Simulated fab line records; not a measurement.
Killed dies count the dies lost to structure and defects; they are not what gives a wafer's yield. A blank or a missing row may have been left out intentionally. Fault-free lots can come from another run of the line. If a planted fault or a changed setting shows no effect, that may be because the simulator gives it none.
Problem report, 8D (eight disciplines) form, completed by code | flow n5_finfet | the parts of the form that need people (team, actions taken, sign-off) are left out

== 1. THE PROBLEM ==
Mean of killed_at_front_end at N5_PASSIVATION_PROBE_49: 158 across 6 wafers in 2 lots; on wafers with no fault it is 40 (standard deviation 10). That puts it +12 standard deviations away from the usual mean.
Earliest sighting: wafer L263.1 on prober-01 at day 15 18:41. At this step, 9 wafers from 3 lots have a number in the record. Rule for "out", or "out of limits": more than 4 standard deviations from the usual mean. The rest of the wafers with a number are treated as sound.

== 2. WHAT IT IS AND WHAT IT IS NOT ==
question                    | is                                                                                                       | is not
which readings at this step | killed_at_front_end, defect_limited_yield, killed_dies, sort_bin_5_function, sort_n_pass, sort_yield_pct | killed_at_M0_to_M3, killed_at_M4_up, killed_at_contacts, killed_short
which lots                  | L263, L267                                                                                               | L259
which wafers of those lots  | all that have a number                                                                                   | -
read on which tools         | prober-01, prober-02                                                                                     | -
when                        | from day 15 18:41                                                                                        | up to then (3 sound wafers)

== 3. SUSPECTS, AND WHAT RULES EACH OUT ==
Counting: any tool at a process step up to the reading is kept as a suspect provided that every lot that is out went through it and no sound lot did after the first of them.
- ald_metal-01 at N5_HKMG_FIN_ALD_21 (deposits TiN, target thk 1.5 nm, pulse time 1 s, purge time 3 s): kept. It processed each lot that is out, first L263 at day 7 01:02, and no sound lot thereafter; up to then, the last sound lot it processed was L259 at day 6 05:05.
- rie_diel-01 at N5_PASSIVATION_VIA_ETCH_13 (etches SiO2 in CHF3/O2, target depth 660 nm, time 330 s): kept. It ran every lot that is out, first L263 (day 15 11:14), and no sound lot after that.
- rie_diel-01 at N5_PASSIVATION_ETCH_15 (etches SiCN in CF4/N2, target depth 75 nm, time 81.2 s): kept. It ran every lot that is out, first L263 (day 15 18:41), and no sound lot after that. N5_PASSIVATION_ETCH_15: start missing for some lots; hours and lot order therefore follow N5_PASSIVATION_PROBE_49.
Still standing after the count: ald_metal-01 at N5_HKMG_FIN_ALD_21, rie_diel-01 at N5_PASSIVATION_VIA_ETCH_13, rie_diel-01 at N5_PASSIVATION_ETCH_15.

== 4. THE CAUSE (what the simulator had put in) ==
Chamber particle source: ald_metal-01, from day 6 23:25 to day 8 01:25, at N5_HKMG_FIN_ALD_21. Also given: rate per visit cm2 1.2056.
This tool is one of the 3 suspects left after counting.

== 5. THE CHAIN OF EFFECTS, in route order ==
Each row: a reading whose mean over the struck wafers that have a number lies more than 3 standard deviations from the usual. Only readings for which the record gives a usual standard deviation are gone through. hours: the time from each lot's start at the first step in this table that gives one to its start at this step, as a median over the lots. sigmas: the change in usual standard deviations.
hours | step                    | reading              | usual  | on struck wafers | change | sigmas
0     | N5_PASSIVATION_PROBE_49 | defect_limited_yield | 91.0 % | 81.6             | -9.4   | -7.3
0     | N5_PASSIVATION_PROBE_49 | killed_at_front_end  | 40     | 158              | +118   | +12
0     | N5_PASSIVATION_PROBE_49 | killed_dies          | 107    | 218              | +110   | +7.4
0     | N5_PASSIVATION_PROBE_49 | sort_bin_5_function  | 5.3 %  | 11.3             | +6.0   | +6.6
0     | N5_PASSIVATION_PROBE_49 | sort_n_pass          | 1073   | 962              | -110   | -7.4
0     | N5_PASSIVATION_PROBE_49 | sort_yield_pct       | 91.0 % | 81.6             | -9.4   | -7.3
It contains these process steps:
- N5_PASSIVATION_PROBE_49

== 6. HOW IT WOULD HAVE BEEN CAUGHT EARLIER ==
In this record no reading fell out of limits until day 15 18:41, 211 hours after the fault had begun at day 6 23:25.
Of the tool readings at N5_HKMG_FIN_ALD_21 for which the record gives a usual standard deviation, none was out on any struck wafer, so an alarm limit of 4 standard deviations on them would not have fired.
Lots out: 2; all had begun N5_HKMG_FIN_ALD_21 on ald_metal-01 by day 15 18:41. Had the tool been put on hold then, not one of them would have been saved.
